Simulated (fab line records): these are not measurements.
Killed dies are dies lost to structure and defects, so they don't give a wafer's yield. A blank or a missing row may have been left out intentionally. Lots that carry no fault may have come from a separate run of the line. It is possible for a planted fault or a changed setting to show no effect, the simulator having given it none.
Chamber matching    flow nandHarc    NHARC_P_M0_DEP_32 on pecvd-03 has 3 sister chambers
The step deposits SiCN, target thk 30 nm. 6 wafers are shown with their chamber, then 6 later ones without.

== WAFERS, EACH WITH ITS CHAMBER ==
wafer   chamber  heaterPowerW (W)
L136.2  2        474
L141.4  1        594
L142.4  0        538
L142.5  2        534
L147.5  0        504
L147.6  1        589

== WAFERS WITHOUT THEIR CHAMBER ==
wafer   heaterPowerW (W)
L151.2  500
L151.3  545
L151.5  638
L152.3  624
L152.5  522
L152.6  533

== WHICH CHAMBER EACH ONE RAN IN ==
wafer   from the rows above           in truth
L151.2  can't be placed: 2 or 0       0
L151.3  can't be placed: 0 or 2 or 1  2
L151.5  1                             1
L152.3  1                             1
L152.5  can't be placed: 0 or 2       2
L152.6  can't be placed: 0 or 2 or 1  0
Placed correctly: 2 of 6. From these rows, 4 cannot be placed; in 4 the true chamber is one of the candidates. Number placed wrongly: 0.
How it was worked out, from the rows above alone: a wafer's distance from a chamber is the root of the sum, over the readings, of the square of ((its reading less the chamber's mean) divided by the reading's scatter). The wafer belongs to the nearest chamber; if the next one is less than 2 further off, it can't be placed. For every chamber, the mean is computed from those of its wafers that are shown. The scatter is the square root of a quotient: the sum, over the shown wafers, of each reading's squared deviation from its chamber's mean, divided by wafers minus chambers.
